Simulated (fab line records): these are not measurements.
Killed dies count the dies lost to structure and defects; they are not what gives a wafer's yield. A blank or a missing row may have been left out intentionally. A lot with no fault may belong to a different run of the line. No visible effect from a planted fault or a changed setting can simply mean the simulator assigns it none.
Code-filled problem report in 8D (eight disciplines) form    flow nandHarc    the parts of the form that need people (team, actions taken, sign-off) are left out

== 1. THE ISSUE ==
rawDefectCount at NHARC_P_GATE_INSPECT_28 reads a mean of 456.0 on 3 wafers of 2 lots; wafers without a fault read 6.5 with a standard deviation of 3. That is +99 or more standard deviations from the usual mean.
First observed at day 8 07:13: wafer L269.5, on defectInspect-01. The record holds 36 wafers of 12 lots with a number at this step. Rule for "out" (also "out of limits"): further than 4 standard deviations from the usual mean. All remaining wafers that have a number are taken as sound.

== 2. WHAT THIS IS AND IS NOT ==
question                     is                      is not
which readings at this step  rawDefectCount          -
which lots                   L269, L270              L254, L255, L256, L257, L259, L260, L261, L273, L274, L275
which wafers of those lots   L269.5, L270.3, L270.6  L269.1, L269.2, L270.1
read on which gauges         defectInspect-01        defectInspect-02
when                         from day 8 07:13        up to then (23 sound wafers); but 10 sound wafers of L270, L273, L274, L275 came after

== 3. SUSPECTS, AND WHAT RULES EACH OUT ==
Counting: any tool at a process step up to the reading remains a suspect provided it ran every lot that is out. Sound lots after the first of them don't rule it out here, since some wafers of a struck lot are sound.
- the gauge at NHARC_P_GATE_INSPECT_28 is ruled out. All the wafers that are out were read on defectInspect-01, but those of them that NHARC_END_SORT_01 has rows for are out there too, on other tools.
- pecvd-04 at NHARC_P_GATE_DEP_103 (deposits SiON, target thk 30 nm): kept. It processed each lot that is out (first: L269, day 8 06:25); up to then, its last sound lot is L261 (day 6 14:19).
- At NHARC_P_GATE_DEP_103, inside pecvd-04: chamber 0 took the wafers that are out, while their sound lot-mates went through chambers 1, 2.
After counting, what remains is pecvd-04 at NHARC_P_GATE_DEP_103.

== 4. THE CAUSE (what the simulator had put in) ==
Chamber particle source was pecvd-04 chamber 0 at NHARC_P_GATE_DEP_103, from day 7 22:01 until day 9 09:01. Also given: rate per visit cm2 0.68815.
Counting left only this tool.

== 5. THE CHAIN OF EFFECTS, in route order ==
Rows list readings where the struck wafers' mean (over those with a number) sits beyond 3 standard deviations from the usual. Scope: only readings with a usual standard deviation given in the record; hours: median across lots of the time from each lot's start at the first step in this table that gives one to its start at this step; sigmas: change in usual standard deviations.
hours  step                     reading            usual  on struck wafers  change  sigmas
0      NHARC_P_GATE_INSPECT_28  rawDefectCount     6.5    456.0             +449.5  +99 or more
19     NHARC_P_GATE_INSPECT_68  rawDefectCount     199    705               +506    +6.5
420    NHARC_END_SORT_01        killedAtPeriphery  3.2    83.3              +80.1   +33
420    NHARC_END_SORT_01        killedDies         31     111               +80     +6.7
Later measuring or inspecting steps at which every struck wafer that the step has a row for has a number for every such reading, and none has moved that far: NHARC_P_GATE_CD_MEAS_33.

== 6. HOW IT WOULD HAVE BEEN CAUGHT EARLIER ==
In this record the first reading out of limits at a measuring or inspecting step was taken at day 8 07:13, 9 hours after the fault began at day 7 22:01.
Tool readings at NHARC_P_GATE_DEP_103 with a usual standard deviation given in the record: none out on any struck wafer, hence no alarm at a limit of 4 standard deviations on them.
Lots out: 2; of these, L270 started NHARC_P_GATE_DEP_103 on pecvd-04 after day 8 07:13. It would have been spared by a hold on the tool at that moment.
